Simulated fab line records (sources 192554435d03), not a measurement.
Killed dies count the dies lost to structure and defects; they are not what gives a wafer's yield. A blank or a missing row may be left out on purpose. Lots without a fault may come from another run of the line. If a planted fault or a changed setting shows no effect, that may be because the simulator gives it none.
fab line records ; flow n5-finfet ; part 1 of 2: steps 1 to 20 of 30
record: lots: 5; wafers: 15; last-day: 17
route steps=1938 shown BEOL_M7@1270
lots untouched by any fault: they come from a run of this same line in which no faults occurred
start-h: hours from the record's opening day to when the first of the lot's shown wafers began ; wait-h: hours since the lot's step before ; " repeats the value in the row above ; L1.1+2: a row that stands for several wafers ; - no value present, or no start provided ; * or withheld: withheld ; < > ~ a bound
route shown NAME@n: NAME is a module with steps in the file, n the number in the route of the first one ; usual: the fault-free wafers' mean and standard deviation ; same: alike in all rows ; chamber/n: place in a boat ; sites: per-site readings ; _std_site: the values' standard deviation ; _edge_site: mean of outer sites minus mean of inner sites ; radius-mm: for every site, how far away it sits from the centre of the wafer ; mask NAME#n: copy n ; behind: the most recent tool/chamber to have shaped the wafer ; hold: reason for holding the lot/hours on hold/outcome of the hold ; device: whichever transistor did not switch (one of n, p or np) ; end of line: the route-end tests of the same wafers ; step lacking rows: just its recipe ; killed: dies that structure and defects cost at the first sort, which is not the same as the wafer's yield ; map: a wafer's dies, x killed, . not, _ none there
set.NAME: setting as actually run; set.NAME@STEP: the setting as run at that earlier step ; model.NAME: the simulator's own value behind a step, which no gauge read
lots at some steps of the route; a table a step, a row a wafer
services: when a tool's chamber went out of use (start-h, in hours from the record's first day, below 0 if earlier), for how many hours, and the reason
== steps ==
step: N5_BEOL_M7_COAT_05
recipe: resist: CAR-ArF; spin-rpm: 1500; resist-thk-nm: 90
usual: chill-plate-temp-C: 23.04/0.11
lot.wafer;tool;chamber;start-h;wait-h;chill-plate-temp-C
L081.2;litho-track-04;0;-;-;23.04
L081.4;litho-track-04;0;-;-;23.11
L081.6;litho-track-04;0;-;-;23.24
L086.2;litho-track-05;0;-;-;22.90
L086.3;litho-track-05;0;-;-;23.03
L086.6;litho-track-05;0;-;-;22.94
L091.2;litho-track-05;0;-;-;23.00
L091.4;litho-track-05;0;-;-;22.97
L091.5;litho-track-05;0;-;-;22.96
L093.3;litho-track-05;0;-;-;22.96
L093.4;litho-track-05;0;-;-;23.10
L093.6;litho-track-05;0;-;-;23.17
L096.4;litho-track-01;0;-;-;23.01
L096.5;litho-track-01;0;-;-;22.99
L096.6;litho-track-01;0;-;-;23.10
step: N5_BEOL_M7_EBR_07
recipe: solvent: PGMEA; ebr-width-mm: 1.5
usual: chill-plate-temp-C: 22.99/0.11
lot.wafer;tool;chamber;start-h;wait-h;chill-plate-temp-C
L081.2;litho-track-04;0;-;-;22.95
L081.4;litho-track-04;0;-;-;23.05
L081.6;litho-track-04;0;-;-;22.94
L086.2;litho-track-05;0;-;-;23.16
L086.3;litho-track-05;0;-;-;23.12
L086.6;litho-track-05;0;-;-;23.09
L091.2;litho-track-05;0;-;-;23.02
L091.4;litho-track-05;0;-;-;22.98
L091.5;litho-track-05;0;-;-;23.02
L093.3;litho-track-05;0;-;-;22.80
L093.4;litho-track-05;0;-;-;22.80
L093.6;litho-track-05;0;-;-;22.82
L096.4;litho-track-01;0;-;-;22.85
L096.5;litho-track-01;0;-;-;22.94
L096.6;litho-track-01;0;-;-;23.00
step: N5_BEOL_M7_SOFTBAKE_06
recipe: temp-c: 110; time-s: 60; resist: CAR-ArF
usual: chill-plate-temp-C: 22.97/0.1
lot.wafer;tool;chamber;start-h;wait-h;chill-plate-temp-C
L081.2;litho-track-04;0;-;-;23.12
L081.4;litho-track-04;0;-;-;23.02
L081.6;litho-track-04;0;-;-;23.07
L086.2;litho-track-05;0;-;-;23.05
L086.3;litho-track-05;0;-;-;23.04
L086.6;litho-track-05;0;-;-;23.10
L091.2;litho-track-05;0;-;-;23.01
L091.4;litho-track-05;0;-;-;22.92
L091.5;litho-track-05;0;-;-;22.98
L093.3;litho-track-05;0;-;-;22.98
L093.4;litho-track-05;0;-;-;23.03
L093.6;litho-track-05;0;-;-;23.07
L096.4;litho-track-01;0;-;-;22.89
L096.5;litho-track-01;0;-;-;22.83
L096.6;litho-track-01;0;-;-;22.89
step: N5_BEOL_M7_EXPOSE_08
recipe: mask-id: M7; na: 1.35; source-shape: dipole; sigma-inner: 0.817; sigma-outer: 0.97; polarization: te; dose-mj: 68.25
lot.wafer;tool;chamber;start-h;wait-h;mask
L081.2+4+6;arfi-scanner-02;0;235.81;-;M7#0
L086.2+3+6;arfi-scanner-03;0;265.93;-;M7#0
L091.2+4+5;arfi-scanner-02;0;299.33;-;M7#0
L093.3+4+6;arfi-scanner-03;0;299.60;-;M7#0
L096.4+5+6;arfi-scanner-03;0;336.49;-;M7#0
step: N5_BEOL_M7_PEB_09
recipe: peb-temp-c: withheld; peb-time-s: 60; resist: CAR-ArF
usual: chill-plate-temp-C: 23.00/0.11
lot.wafer;tool;chamber;start-h;wait-h;chill-plate-temp-C
L081.2;litho-track-01;0;235.87;0.0;22.95
L081.4;litho-track-01;0;235.87;0.0;22.96
L081.6;litho-track-01;0;235.87;0.0;23.15
L086.2;litho-track-05;0;265.99;0.0;22.96
L086.3;litho-track-05;0;265.99;0.0;22.92
L086.6;litho-track-05;0;265.99;0.0;22.96
L091.2;litho-track-04;0;299.39;0.0;23.05
L091.4;litho-track-04;0;299.39;0.0;23.16
L091.5;litho-track-04;0;299.39;0.0;23.01
L093.3;litho-track-04;0;299.65;0.0;22.95
L093.4;litho-track-04;0;299.65;0.0;23.02
L093.6;litho-track-04;0;299.65;0.0;23.14
L096.4;litho-track-01;0;336.54;0.0;22.87
L096.5;litho-track-01;0;336.54;0.0;22.90
L096.6;litho-track-01;0;336.54;0.0;23.06
step: N5_BEOL_M7_DEVELOP_10
recipe: develop-time-s: 30; developer: TMAH; resist: CAR-ArF; rinse-liquid: diw; dry: air-spin; dev-temp-c: 23
usual: chill-plate-temp-C: 23.00/0.11
lot.wafer;tool;chamber;start-h;wait-h;chill-plate-temp-C
L081.2;litho-track-01;0;-;-;23.09
L081.4;litho-track-01;0;-;-;23.26
L081.6;litho-track-01;0;-;-;23.14
L086.2;litho-track-05;0;-;-;22.97
L086.3;litho-track-05;0;-;-;22.99
L086.6;litho-track-05;0;-;-;22.91
L091.2;litho-track-04;0;-;-;22.84
L091.4;litho-track-04;0;-;-;23.07
L091.5;litho-track-04;0;-;-;22.97
L093.3;litho-track-04;0;-;-;22.91
L093.4;litho-track-04;0;-;-;23.06
L093.6;litho-track-04;0;-;-;23.16
L096.4;litho-track-01;0;-;-;22.92
L096.5;litho-track-01;0;-;-;22.92
L096.6;litho-track-01;0;-;-;23.01
step: N5_BEOL_M7_CD_MEAS_11
recipe: target-cd-nm: 38.5; landing-energy-ev: 500; detector: se-inlens; polarity: opening
usual: cd-nm: 38.5/0.49
lot.wafer;tool;chamber;start-h;wait-h;cd-nm
L081.2;cd-sem-03;0;235.93;-;38.7
L081.4;cd-sem-03;0;235.93;-;38.8
L081.6;cd-sem-03;0;235.93;-;38.5
L086.2;cd-sem-02;0;266.06;-;38.7
L086.3;cd-sem-02;0;266.06;-;39.6
L086.6;cd-sem-02;0;266.06;-;39.1
L091.2;cd-sem-01;0;299.46;-;38.2
L091.4;cd-sem-01;0;299.46;-;37.9
L091.5;cd-sem-01;0;299.46;-;38.4
L093.3;cd-sem-01;0;299.72;-;38.7
L093.4;cd-sem-01;0;299.72;-;39.4
L093.6;cd-sem-01;0;299.72;-;38.3
L096.4;cd-sem-03;0;336.60;-;38.2
L096.5;cd-sem-03;0;336.60;-;37.8
L096.6;cd-sem-03;0;336.60;-;38.0
step: N5_BEOL_M7_OVL_MEAS_12
recipe: points-per-wafer: 44
usual: M7_OVL: 0.1/0.81
lot.wafer;tool;chamber;start-h;wait-h;M7_OVL[nm]
L081.2;overlay-02;0;235.96;0.0;0.1
L081.4;overlay-02;0;235.96;0.0;0.1
L081.6;overlay-02;0;235.96;0.0;0.0
L086.2;overlay-01;0;266.09;0.0;-0.5
L086.3;overlay-01;0;266.09;0.0;-0.4
L086.6;overlay-01;0;266.09;0.0;-1.1
L091.2;overlay-01;0;299.49;0.0;0.5
L091.4;overlay-01;0;299.49;0.0;1.1
L091.5;overlay-01;0;299.49;0.0;0.8
L093.3;overlay-02;0;299.75;0.0;0.5
L093.4;overlay-02;0;299.75;0.0;-0.8
L093.6;overlay-02;0;299.75;0.0;-0.4
L096.4;overlay-01;0;336.63;0.0;1.2
L096.5;overlay-01;0;336.63;0.0;-1.3
L096.6;overlay-01;0;336.63;0.0;-0.1
step: N5_BEOL_M7_INSPECT_13
recipe: mode: adi; inspect-instrument: brightfield
usual: raw-defect-count: 469/98
lot.wafer;tool;chamber;start-h;wait-h;raw-defect-count
L081.2;defect-inspect-02;-;235.99;0.0;386
L081.4;defect-inspect-02;-;235.99;0.0;644
L081.6;defect-inspect-02;-;235.99;0.0;521
L086.2;defect-inspect-01;-;266.11;0.0;350
L086.3;defect-inspect-01;-;266.11;0.0;552
L086.6;defect-inspect-01;-;266.11;0.0;510
L091.2;defect-inspect-01;-;299.51;0.0;469
L091.4;defect-inspect-01;-;299.51;0.0;504
L091.5;defect-inspect-01;-;299.51;0.0;486
L093.3;defect-inspect-02;-;299.77;0.0;344
L093.4;defect-inspect-02;-;299.77;0.0;458
L093.6;defect-inspect-02;-;299.77;0.0;436
L096.4;defect-inspect-02;-;336.66;0.0;505
L096.5;defect-inspect-02;-;336.66;0.0;356
L096.6;defect-inspect-02;-;336.66;0.0;407
step: N5_BEOL_M7_DESCUM_16
recipe: chemistry: O2; time-s: 7.9; source-power-w: 50; bias-power-w: 20; pressure-mtorr: 20; rf-frequency-hz: 2.712e+07; temp-c: 40; resist: CAR-ArF; o2-flow-sccm: 225
usual: drypump-motor-current-A: 5.7/0.38; oes-product-au: 0.80/0.091; rf-vpp-V: 243.3/1.3; showerhead-plenum-p-Torr: 2.10/0.067; throttle-valve-pct: 20.43/0.25
lot.wafer;tool;chamber;start-h;wait-h;drypump-motor-current-A;oes-product-au;rf-hours-counter-h;rf-vpp-V;showerhead-plenum-p-Torr;throttle-valve-pct
L081.2;rie-diel-06;2;236.02;0.0;5.2;0.71;210;244.1;2.15;20.66
L081.4;rie-diel-06;0;236.02;0.0;5.9;0.93;12;242.0;2.07;20.39
L081.6;rie-diel-06;1;236.02;0.0;5.5;0.98;-;242.4;2.07;20.08
L086.2;rie-diel-06;3;266.18;0.1;5.5;0.84;66;243.1;2.12;20.19
L086.3;rie-diel-06;2;266.18;0.1;5.2;0.70;221;244.7;2.15;20.67
L086.6;rie-diel-06;2;266.18;0.1;5.2;0.69;-;244.5;2.15;20.69
L091.2;rie-diel-02;1;299.94;0.4;5.2;0.73;203;242.3;2.00;20.19
L091.4;rie-diel-02;2;299.94;0.4;5.8;0.68;234;243.5;2.15;20.62
L091.5;rie-diel-02;2;299.94;0.4;5.8;0.68;-;244.7;2.15;20.63
L093.3;rie-diel-01;0;299.95;0.2;5.4;0.76;118;241.9;2.12;20.85
L093.4;rie-diel-01;3;299.95;0.2;5.9;0.78;137;244.2;2.20;20.53
L093.6;rie-diel-01;0;299.95;0.2;5.4;0.77;-;243.7;2.12;20.83
L096.4;rie-diel-02;0;336.91;0.2;5.9;0.88;29;245.0;2.21;20.65
L096.5;rie-diel-02;0;336.91;0.2;5.9;0.88;-;245.9;2.21;20.63
L096.6;rie-diel-02;3;336.91;0.2;6.4;0.91;-;242.2;2.06;20.27
step: N5_BEOL_M7_ETCH_61
recipe: chemistry: CF4; target: SiARC; target-depth-a: 455; mask-material: CAR-ArF; time-s: 75.8; ion-energy-ev: 80; pressure-mtorr: 40; source-w: 545; bias-w: 36; Ar_flow_sccm: 100; cf4-flow-sccm: 100; ends: cleared
usual: bias-w: 36.00/0.11; drypump-motor-current-A: 5.7/0.38; etch-rf-on-time-s: 75.1/1.6; oes-product-au: 0.69/0.079; rf-vpp-V: 184.1/1.1; showerhead-plenum-p-Torr: 2.15/0.066; throttle-valve-pct: 15.58/0.26
lot.wafer;tool;chamber;start-h;wait-h;bias-w;drypump-motor-current-A;etch-rf-on-time-s;oes-product-au;rf-hours-counter-h;rf-vpp-V;showerhead-plenum-p-Torr;throttle-valve-pct
L081.2;rie-diel-06;2;236.05;0.0;35.96;5.2;76.0;0.59;210;184.0;2.22;15.93
L081.4;rie-diel-06;0;236.05;0.0;36.00;5.9;74.5;0.79;12;182.6;2.10;15.33
L081.6;rie-diel-06;1;236.05;0.0;36.06;5.4;75.6;0.84;-;185.2;2.10;15.16
L086.2;rie-diel-06;3;266.22;0.0;35.91;5.5;72.0;0.73;66;184.2;2.16;15.37
L086.3;rie-diel-06;2;266.22;0.0;35.97;5.2;75.7;0.59;221;185.3;2.21;15.95
L086.6;rie-diel-06;2;266.22;0.0;36.00;5.2;75.4;0.59;-;185.3;2.21;15.98
L091.2;rie-diel-02;1;299.98;0.0;35.96;5.2;74.6;0.62;203;184.3;2.04;15.39
L091.4;rie-diel-02;2;299.98;0.0;36.08;5.8;75.8;0.59;234;184.2;2.19;15.82
L091.5;rie-diel-02;2;299.98;0.0;36.06;5.8;76.4;0.59;-;184.5;2.19;15.84
L093.3;rie-diel-01;0;299.98;0.0;36.08;5.4;74.4;0.66;118;183.6;2.16;15.93
L093.4;rie-diel-01;3;299.98;0.0;35.98;5.9;76.3;0.68;137;185.1;2.23;15.59
L093.6;rie-diel-01;0;299.98;0.0;35.86;5.4;74.5;0.66;-;183.4;2.15;15.91
L096.4;rie-diel-02;0;336.94;0.0;35.93;5.9;73.7;0.78;29;185.4;2.26;15.76
L096.5;rie-diel-02;0;336.94;0.0;35.90;5.9;73.4;0.78;-;186.8;2.26;15.76
L096.6;rie-diel-02;3;336.94;0.0;36.00;6.4;78.6;0.77;-;182.5;2.10;15.32
step: N5_BEOL_M7_ETCH_62
recipe: chemistry: N2/H2; target: SOC; target-depth-a: 1100; overetch-a: 220; mask-material: SiARC; temp-c: 40; time-s: 165; ion-energy-ev: 200; pressure-mtorr: 30; source-w: 840; bias-w: 150; n2-flow-sccm: 200; h2-flow-sccm: 200
usual: bias-w: 150.0/0.47; drypump-motor-current-A: 5.7/0.38; n2-flow-sccm: 200.0/0.6; oes-product-au: 0.68/0.075; rf-vpp-V: 524.2/2.4; showerhead-plenum-p-Torr: 2.55/0.078; throttle-valve-pct: 17.78/0.22
lot.wafer;tool;chamber;start-h;wait-h;bias-w;drypump-motor-current-A;n2-flow-sccm;oes-product-au;rf-hours-counter-h;rf-vpp-V;showerhead-plenum-p-Torr;throttle-valve-pct
L081.2;rie-diel-06;2;236.11;0.0;149.4;5.2;200.1;0.60;210;526.8;2.64;18.14
L081.4;rie-diel-06;0;236.11;0.0;149.9;5.9;200.1;0.78;12;522.1;2.48;17.67
L081.6;rie-diel-06;1;236.11;0.0;149.3;5.5;199.8;0.83;-;523.3;2.52;17.49
L086.2;rie-diel-06;3;266.27;0.0;150.4;5.5;199.5;0.71;66;525.2;2.55;17.54
L086.3;rie-diel-06;2;266.27;0.0;150.0;5.2;200.6;0.59;221;526.3;2.63;18.17
L086.6;rie-diel-06;2;266.27;0.0;149.7;5.2;199.8;0.59;-;526.1;2.63;18.17
L091.2;rie-diel-02;1;300.03;0.0;149.7;5.2;199.4;0.61;203;521.1;2.43;17.68
L091.4;rie-diel-02;2;300.03;0.0;150.6;5.8;200.5;0.59;234;525.4;2.63;18.12
L091.5;rie-diel-02;2;300.03;0.0;150.4;5.8;200.2;0.59;-;524.3;2.63;18.12
L093.3;rie-diel-01;0;300.04;0.0;149.6;5.4;199.9;0.64;118;523.7;2.54;17.95
L093.4;rie-diel-01;3;300.04;0.0;149.8;5.9;200.8;0.67;137;526.8;2.63;17.65
L093.6;rie-diel-01;0;300.04;0.0;150.1;5.4;199.5;0.64;-;523.7;2.54;17.97
L096.4;rie-diel-02;0;337.00;0.0;150.2;5.9;200.1;0.75;29;528.3;2.69;17.92
L096.5;rie-diel-02;0;337.00;0.0;149.7;5.9;200.0;0.75;-;528.3;2.69;17.91
L096.6;rie-diel-02;3;337.00;0.0;149.9;6.4;199.4;0.79;-;522.4;2.48;17.48
step: N5_BEOL_M7_STRIP_68
recipe: chemistry: N2/H2; temp-c: 40; n2-flow-sccm: 200; h2-flow-sccm: 200; rf-frequency-hz: 6e+07
lot.wafer;tool;chamber;start-h;wait-h
L081.2+4+6;rie-diel-06;2,0,1;236.25;0.1
L086.2+3+6;rie-diel-06;3,2,2;266.41;0.1
L091.2+4+5;rie-diel-02;1,2,2;300.17;0.1
L093.3+4+6;rie-diel-01;0,3,0;300.17;0.1
L096.4+5+6;rie-diel-02;0,0,3;337.13;0.1
step: N5_BEOL_M7_STRIP_67
recipe: chemistry: CF4; resist: SiARC; power-w: 300; bias-power-w: 75; pressure-mtorr: 50; cf4-flow-sccm: 150; rf-frequency-hz: 6e+07
usual: drypump-motor-current-A: 5.7/0.38; oes-product-au: 0.80/0.089; rf-vpp-V: 271.3/1.6; showerhead-plenum-p-Torr: 1.80/0.056; throttle-valve-pct: 13.54/0.26
lot.wafer;tool;chamber;start-h;wait-h;drypump-motor-current-A;oes-product-au;rf-hours-counter-h;rf-vpp-V;showerhead-plenum-p-Torr;throttle-valve-pct
L081.2;rie-diel-06;2;236.26;0.0;5.2;0.70;210;272.3;1.85;13.89
L081.4;rie-diel-06;0;236.26;0.0;5.9;0.92;12;269.2;1.76;13.26
L081.6;rie-diel-06;1;236.26;0.0;5.5;0.98;-;270.5;1.75;13.08
L086.2;rie-diel-06;3;266.42;0.0;5.5;0.83;66;272.0;1.81;13.31
L086.3;rie-diel-06;2;266.42;0.0;5.2;0.70;221;273.1;1.85;13.92
L086.6;rie-diel-06;2;266.42;0.0;5.2;0.69;-;270.7;1.85;13.92
L091.2;rie-diel-02;1;300.18;0.0;5.2;0.72;204;269.8;1.70;13.40
L091.4;rie-diel-02;2;300.18;0.0;5.8;0.69;234;272.3;1.84;13.86
L091.5;rie-diel-02;2;300.18;0.0;5.8;0.69;-;271.9;1.84;13.85
L093.3;rie-diel-01;0;300.18;0.0;5.4;0.76;118;271.0;1.81;13.87
L093.4;rie-diel-01;3;300.18;0.0;5.9;0.79;137;271.7;1.88;13.61
L093.6;rie-diel-01;0;300.18;0.0;5.4;0.76;-;271.0;1.81;13.88
L096.4;rie-diel-02;0;337.14;0.0;5.9;0.89;29;273.2;1.88;13.63
L096.5;rie-diel-02;0;337.14;0.0;5.9;0.89;-;274.5;1.88;13.66
L096.6;rie-diel-02;3;337.14;0.0;6.4;0.92;-;269.7;1.76;13.27
step: N5_BEOL_M7_HM_OPEN_17
recipe: chemistry: Cl2/BCl3; target-depth-a: 200; overetch-a: 60; target: TiN; mask-material: SOC; ion-energy-ev: 150; pressure-mtorr: 10; icp-w: 1000; bias-w: 126; Cl2_flow_sccm: 53.25; bcl3-flow-sccm: 21.75; Ar_flow_sccm: 25
usual: bias-w: 126.0/0.35; drypump-motor-current-A: 5.4/0.38; oes-product-au: 0.69/0.07; throttle-valve-pct: 22.1/0.37
lot.wafer;tool;chamber;start-h;wait-h;bias-w;drypump-motor-current-A;oes-product-au;rf-hours-counter-h;throttle-valve-pct
L081.2;rie-metal-01;0;236.30;0.0;126.3;5.0;0.63;49;21.7
L081.4;rie-metal-01;1;236.30;0.0;126.5;5.1;0.81;-;22.3
L081.6;rie-metal-01;0;236.30;0.0;126.6;5.1;0.64;-;21.7
L086.2;rie-metal-03;1;266.49;0.1;125.1;5.3;0.63;-;22.3
L086.3;rie-metal-03;1;266.49;0.1;125.6;5.3;0.62;-;22.3
L086.6;rie-metal-03;1;266.49;0.1;125.6;5.3;0.61;-;22.3
L091.2;rie-metal-02;0;300.22;0.0;126.0;6.0;0.73;15;21.6
L091.4;rie-metal-02;1;300.22;0.0;125.4;6.1;0.80;-;22.3
L091.5;rie-metal-02;0;300.22;0.0;126.1;6.0;0.73;-;21.6
L093.3;rie-metal-01;1;300.26;0.1;126.8;5.1;0.76;-;22.3
L093.4;rie-metal-01;0;300.26;0.1;125.6;5.1;0.63;-;21.7
L093.6;rie-metal-01;1;300.26;0.1;126.7;5.1;0.76;-;22.3
L096.4;rie-metal-01;1;337.22;0.1;126.7;5.1;0.75;-;22.3
L096.5;rie-metal-01;0;337.22;0.1;125.9;5.1;0.61;-;21.7
L096.6;rie-metal-01;1;337.22;0.1;126.5;5.1;0.76;-;22.3
step: N5_BEOL_M7_STRIP_19
recipe: chemistry: O2; power-w: 400; temp-c: 40; pressure-mtorr: 30; rf-frequency-hz: 6e+07; bias-power-w: 0; overash-fraction: 0.2; o2-flow-sccm: 225
usual: drypump-motor-current-A: 5.7/0.4; oes-product-au: 0.77/0.092; rf-vpp-V: 3.6/0.57; showerhead-plenum-p-Torr: 2.10/0.072; throttle-valve-pct: 16.68/0.24
lot.wafer;tool;chamber;start-h;wait-h;drypump-motor-current-A;oes-product-au;rf-hours-counter-h;rf-vpp-V;showerhead-plenum-p-Torr;throttle-valve-pct
L081.2;rie-diel-02;2;236.41;0.1;5.7;0.71;209;3.0;2.17;16.87
L081.4;rie-diel-02;3;236.41;0.1;6.4;0.66;-;3.5;2.07;16.85
L081.6;rie-diel-02;1;236.41;0.1;5.2;0.74;-;3.7;2.01;16.45
L086.2;rie-diel-01;2;266.66;0.1;5.6;0.70;208;3.9;2.06;16.39
L086.3;rie-diel-01;3;266.66;0.1;5.9;0.80;127;3.3;2.21;16.69
L086.6;rie-diel-01;0;266.66;0.1;5.4;0.77;-;3.1;2.13;17.04
L091.2;rie-diel-02;2;300.41;0.2;5.8;0.68;235;3.6;2.16;16.91
L091.4;rie-diel-02;1;300.41;0.2;5.1;0.72;204;3.5;2.00;16.50
L091.5;rie-diel-02;3;300.41;0.2;6.4;0.95;-;3.9;2.07;16.44
L093.3;rie-diel-01;3;300.45;0.2;5.9;0.78;137;4.7;2.20;16.73
L093.4;rie-diel-01;1;300.45;0.2;6.4;0.83;70;3.1;2.04;16.52
L093.6;rie-diel-01;2;300.45;0.2;5.6;0.70;-;3.8;2.05;16.43
L096.4;rie-diel-02;1;337.46;0.2;5.2;0.73;215;3.3;2.00;16.51
L096.5;rie-diel-02;0;337.46;0.2;6.0;0.89;-;3.9;2.22;16.79
L096.6;rie-diel-02;1;337.46;0.2;5.2;0.72;-;4.1;2.00;16.51
step: N5_BEOL_M7_CD_MEAS_18
recipe: pitch-nm: 80; target-cd-nm: 40
usual: cd-nm: 40.1/0.66
lot.wafer;tool;chamber;start-h;wait-h;cd-nm
L081.2;cd-sem-01;-;236.48;0.1;40.2
L081.4;cd-sem-01;-;236.48;0.1;39.7
L081.6;cd-sem-01;-;236.48;0.1;40.6
L086.2;cd-sem-03;-;266.73;0.1;41.1
L086.3;cd-sem-03;-;266.73;0.1;41.6
L086.6;cd-sem-03;-;266.73;0.1;40.9
L091.2;cd-sem-02;-;300.48;0.1;40.0
L091.4;cd-sem-02;-;300.48;0.1;39.9
L091.5;cd-sem-02;-;300.48;0.1;39.2
L093.3;cd-sem-03;-;300.52;0.1;40.4
L093.4;cd-sem-03;-;300.52;0.1;41.3
L093.6;cd-sem-03;-;300.52;0.1;40.1
L096.4;cd-sem-01;-;337.54;0.1;40.3
L096.5;cd-sem-01;-;337.54;0.1;39.5
L096.6;cd-sem-01;-;337.54;0.1;39.7
step: N5_BEOL_M7_COAT_63
recipe: resist: SOC; temp-c: 250; time-s: 60; spin-rpm: 1500; resist-thk-nm: 60
usual: chill-plate-temp-C: 23.00/0.096
lot.wafer;tool;chamber;start-h;wait-h;chill-plate-temp-C
L081.2;litho-track-04;0;236.52;0.0;23.09
L081.4;litho-track-04;0;236.52;0.0;23.21
L081.6;litho-track-04;0;236.52;0.0;23.24
L086.2;litho-track-05;0;268.02;1.3;22.96
L086.3;litho-track-05;0;268.02;1.3;22.95
L086.6;litho-track-05;0;268.02;1.3;22.99
L093.3;litho-track-01;0;300.80;0.3;23.01
L093.4;litho-track-01;0;300.80;0.3;22.83
L093.6;litho-track-01;0;300.80;0.3;23.04
L091.2;litho-track-04;0;300.86;0.4;22.96
L091.4;litho-track-04;0;300.86;0.4;23.04
L091.5;litho-track-04;0;300.86;0.4;22.83
L096.4;litho-track-01;0;339.13;1.6;23.00
L096.5;litho-track-01;0;339.13;1.6;22.81
L096.6;litho-track-01;0;339.13;1.6;22.78
step: N5_BEOL_M7_COAT_64
recipe: resist: SiARC; temp-c: 220; time-s: 60; spin-rpm: 1500; resist-thk-nm: 12
usual: chill-plate-temp-C: 23.00/0.11
lot.wafer;tool;chamber;start-h;wait-h;chill-plate-temp-C
L081.2;litho-track-04;0;-;-;23.08
L081.4;litho-track-04;0;-;-;22.87
L081.6;litho-track-04;0;-;-;22.96
L086.2;litho-track-05;0;-;-;22.98
L086.3;litho-track-05;0;-;-;22.89
L086.6;litho-track-05;0;-;-;22.94
L093.3;litho-track-01;0;-;-;22.94
L093.4;litho-track-01;0;-;-;22.80
L093.6;litho-track-01;0;-;-;23.05
L091.2;litho-track-04;0;-;-;23.10
L091.4;litho-track-04;0;-;-;23.07
L091.5;litho-track-04;0;-;-;23.14
L096.4;litho-track-01;0;-;-;23.00
L096.5;litho-track-01;0;-;-;23.04
L096.6;litho-track-01;0;-;-;23.16
step: N5_BEOL_M7_COAT_71
recipe: resist: underlayer; temp-c: 205; time-s: 60; spin-rpm: 1500; resist-thk-nm: 5
usual: chill-plate-temp-C: 22.99/0.1
lot.wafer;tool;chamber;start-h;wait-h;chill-plate-temp-C
L081.2;litho-track-04;0;-;-;22.98
L081.4;litho-track-04;0;-;-;23.11
L081.6;litho-track-04;0;-;-;22.89
L086.2;litho-track-05;0;-;-;22.97
L086.3;litho-track-05;0;-;-;23.04
L086.6;litho-track-05;0;-;-;23.07
L093.3;litho-track-01;0;-;-;22.93
L093.4;litho-track-01;0;-;-;23.08
L093.6;litho-track-01;0;-;-;23.03
L091.2;litho-track-04;0;-;-;23.00
L091.4;litho-track-04;0;-;-;23.03
L091.5;litho-track-04;0;-;-;23.00
L096.4;litho-track-01;0;-;-;22.88
L096.5;litho-track-01;0;-;-;22.90
L096.6;litho-track-01;0;-;-;22.82
